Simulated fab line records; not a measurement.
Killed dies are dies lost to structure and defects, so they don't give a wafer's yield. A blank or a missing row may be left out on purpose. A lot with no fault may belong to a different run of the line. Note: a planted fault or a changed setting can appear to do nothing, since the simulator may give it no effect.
Comparing a struck lot with a sound one	flow nand-harc	15 out of 1159 route steps
Sound: wafers L772.4, L772.5, L772.6. Wafers L779.2, L779.3, L779.5 were the ones struck. The cause is given at the end.
Order at every step that has rows: each side's tool, ch and its chambers, its first start. Under that, the readings that differ: sound wafers	struck wafers	difference of the means	sigmas: that difference in standard deviations of wafers without a fault.
alike: same words and numbers on both sides, and readings whose means sit less than 2 such deviations apart. not compared: any withheld reading, any reading some wafer has no value for, any bound like >300 that may hide the same value, and any number with overlapping values for which the record gives no deviation.
A row with sigmas, a row that says differs or no value, or rows on one side alone: a step with any of these is where the two part. Numbers that have no deviation but don't overlap get no sigmas and don't part them. A reading that every wafer of one side lacks parts them only if that side has two wafers or more.

first, 2 steps without rows for these wafers: NHARC_THIN_TSV_PEB_10 (peb time 85 s); NHARC_THIN_TSV_DEVELOP_11 (time 70 s).
NHARC_THIN_TSV_CD_MEAS_12: the cd target is 1000 nm.
  sound on cd-sem-01 ch 0, day 19 23:59; struck on cd-sem-02 ch 0, day 21 17:32
  alike: cd-nm
then, 2 steps without rows for these wafers: NHARC_THIN_TSV_HARDBAKE_13 (time 80 s); NHARC_THIN_TSV_DESCUM_14 (chemistry O2, time 3 s).
NHARC_THIN_TSV_ETCH_44: etches the open film in CF4/O2, target depth 1594.2 nm, time 797.1 s.
  sound on rie-diel-06 ch 1,2,3, day 20 00:25; struck on rie-diel-09 ch 0,1,3, day 21 17:50
  alike: bias-w, cf4-flow-sccm, chamber-pressure-mTorr, drypump-motor-current-A, oes-product-au, rf-vpp-V, showerhead-plenum-p-Torr, throttle-valve-pct
  not compared: rf-hours-counter-h
then, 1 step without rows for these wafers: NHARC_THIN_TSV_ETCH_15 (target depth 3000 nm, bosch target overetch cycles 2, bosch etch step 2.8 s).
NHARC_THIN_TSV_CD_MEAS_16:
  sound on cd-sem-02, day 20 00:58; struck on cd-sem-03, day 21 18:30
  alike: cd-nm
NHARC_THIN_TSV_STRIP_45: strips in O2.
  sound on plasma-asher-02 ch 0,1, day 20 01:15; struck on plasma-asher-02 ch 0, day 21 18:35
  alike: drypump-motor-current-A, heater-power-w
  not compared: rf-hours-counter-h
then, 1 step without rows for these wafers: NHARC_THIN_TSV_STRIP_46 (strips in post etch residue remover, time 1200 s).
NHARC_THIN_TSV_DEP_47: deposits SiO2, target thk 200 nm.
  sound on pecvd-02 ch 0,1,2, day 20 02:04; struck on pecvd-03 ch 0,1,2, day 21 19:26
  alike: throttle-valve-pct
NHARC_THIN_TSV_ETCHBACK_48: etches the open film in C4F8/Ar, target depth 1028.5 nm, time 405.17 s.
  sound on rie-diel-06 ch 1,2, day 20 02:20; struck on rie-diel-09 ch 1,2,3, day 21 19:50
  alike: bias-w, chamber-pressure-mTorr, oes-product-au, rf-vpp-V
  not compared: rf-hours-counter-h
NHARC_THIN_TSV_STRIP_62: strips in N2/H2, time 20 s.
  sound on plasma-asher-02 ch 0,1, day 20 03:44; struck on plasma-asher-02 ch 1, day 21 20:11
  no value came back on the struck wafers for drypump-motor-current-A (A), heater-power-w (W); on the sound wafers drypump-motor-current-A (A) reads 6.45 6.40 5.99
  not compared: rf-hours-counter-h
NHARC_THIN_TSV_DEGAS_49: time 120 s.
  sound on pvd-sputter-01, day 20 03:51; struck on pvd-sputter-03, day 21 20:21
  alike: heater-power-w
NHARC_END_SORT_01:
  at this point the record logs the struck wafers (prober-02 ch 0, day 22 09:29) and has no rows for the sound ones

== WHERE THEY PART ==
First at NHARC_THIN_TSV_STRIP_62; last, within this record, at NHARC_END_SORT_01.

WHY: what the simulator had put in
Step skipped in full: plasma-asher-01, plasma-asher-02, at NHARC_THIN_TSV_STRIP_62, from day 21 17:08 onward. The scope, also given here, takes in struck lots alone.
